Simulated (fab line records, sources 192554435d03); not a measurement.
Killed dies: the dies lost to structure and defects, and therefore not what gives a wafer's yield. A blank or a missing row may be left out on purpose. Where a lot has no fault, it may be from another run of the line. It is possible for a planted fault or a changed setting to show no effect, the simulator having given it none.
Matching of chambers -- flow n5 finfet -- ald sin-01 running N5_SD_EPI_N_LINER_46: 4 sister chambers
The step material SiNx, target thk 3 nm. 20 wafers are shown with their chamber, then 10 later ones without.

## WAFERS, EACH WITH ITS CHAMBER
wafer,chamber,heater power w (W)
L078.3,3,864
L078.4,1,829
L078.5,3,858
L082.2,1,807
L082.4,3,877
L082.5,2,994
L083.1,1,818
L083.4,2,1012
L083.5,3,871
L084.1,2,1002
L084.5,3,843
L084.6,2,1024
L085.2,0,940
L085.3,3,893
L085.4,2,1016
L087.1,3,885
L087.5,1,818
L087.6,0,959
L092.2,0,938
L092.4,3,865

SIGNATURES (means of the wafers above)
reading,chamber 0,chamber 1,chamber 2,chamber 3,scatter within a chamber
heater power w,945.67,818.00,1009.60,869.50,13.2
Rule: distance of a wafer from a chamber = root of the sum over the readings of ((wafer's reading minus chamber's mean) / reading's scatter) squared. If the next closest chamber is less than 2 further off than the closest, the wafer can't be placed; otherwise it belongs to the closest. The scatter: take each reading less its chamber's mean, square it, sum over the shown wafers, divide by the number of wafers less the number of chambers, and take the root.

## WAFERS WITH NO CHAMBER GIVEN
wafer,heater power w (W)
L092.5,1024
L094.2,1018
L094.3,950
L094.5,801
L095.1,1013
L095.4,875
L095.6,944
L097.3,857
L097.5,864
L097.6,1013

## WHICH CHAMBER EACH WENT THROUGH
wafer,from the rows above,in truth
L092.5,2,2
L094.2,2,2
L094.3,0,0
L094.5,1,1
L095.1,2,2
L095.4,3,3
L095.6,0,0
L097.3,3,3
L097.5,3,3
L097.6,2,2
Correctly placed: 10 of 10. From these rows, 0 cannot be placed. Placed wrongly: 0.
